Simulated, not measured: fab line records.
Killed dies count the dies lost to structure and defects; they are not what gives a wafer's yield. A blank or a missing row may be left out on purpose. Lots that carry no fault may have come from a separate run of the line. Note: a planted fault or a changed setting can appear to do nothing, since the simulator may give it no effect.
2 desks, one fault ; flow n5-finfet ; every desk sees just its own numbers, and what lay behind them comes last

== FROM THE METROLOGY DESK ==
What the gauges read, lot by lot, whatever tool the lot ran on: means of the sampled wafers that have a number. The brackets show how far a lot's mean lies from the usual mean; more than 4 standard deviations puts the lot out of limits, marked OUT. 7 of its 10 readings are shown, namely those furthest out on some lot.
Columns: A = DIBL_N at N5_BEOL_M4_RC_MEAS_101, usual 36.3 mV/V; B = IOFF_N at N5_BEOL_M4_RC_MEAS_101, usual 0.163 nA/um; C = IOFF_P at N5_BEOL_M4_RC_MEAS_101, usual 0.22 nA/um; D = SS_N at N5_BEOL_M4_RC_MEAS_101, usual 71.5 mV/dec; E = SS_P at N5_BEOL_M4_RC_MEAS_101, usual 73.3 mV/dec; F = VT_N at N5_BEOL_M4_RC_MEAS_101, usual 249.3 mV; G = VT_P at N5_BEOL_M4_RC_MEAS_101, usual -250 mV
lot;first seen here;A;B;C;D;E;F;G
L153;day 9 14:32;37.1;0.165;0.23;71.5;73.2;248.0;-249
L154;day 9 16:22;36.5;0.174;0.21;71.4;74.3;246.8;-251
L158;day 10 18:48;39.1;0.225;0.28;72.2;73.9;244.6;-246
L157;day 10 19:06;34.2;0.135;0.17;71.3;72.5;250.5;-252
L159;day 11 14:23;35.7;0.161;0.22;71.1;73.5;250.3;-248
L164;day 12 02:19;35.3;0.142;0.18;71.2;73.1;251.4;-254
L167;day 12 18:37;36.4;0.150;0.20;71.2;72.8;248.6;-251
L171;day 14 04:17;35.5;0.159;0.21;71.7;73.6;250.7;-250
L172;day 14 08:29;37.1;0.185;0.26;71.8;73.8;245.9;-246
Result from this desk: across the 9 lots, nothing is out of limits.

== DESK OF THE TOOL OWNER: cmp-01 ==
The tool's own readings at N5_GATE_CUT_CMP_23 (polishes, stops on SiO2, t overpolish 23.4 s, target thk 16 nm): means of the sampled wafers that have a number, for each lot that ran on this tool. The brackets show how far a lot's mean lies from the usual mean; more than 4 standard deviations puts the lot out of limits, marked OUT.
Columns: A = motor-current-A at N5_GATE_CUT_CMP_23, usual 8.8 A; B = overpolish-run-s at N5_GATE_CUT_CMP_23, usual 23.401 s; C = time-to-endpoint-s at N5_GATE_CUT_CMP_23, usual 18.7 s
lot;first seen here;A;B;C
L157;day 6 11:02;9.1;23.403;17.1
L159;day 7 03:07;9.1;23.392;20.6
L167;day 9 02:41;8.8;23.407;24.4
Result from this desk: across the 3 lots, nothing is out of limits.

== BROUGHT TOGETHER ==
The metrology desk saw nothing out of limits.
The desk of the tool owner found nothing out of limits.

== WHAT THE SIMULATOR HAD PUT IN ==
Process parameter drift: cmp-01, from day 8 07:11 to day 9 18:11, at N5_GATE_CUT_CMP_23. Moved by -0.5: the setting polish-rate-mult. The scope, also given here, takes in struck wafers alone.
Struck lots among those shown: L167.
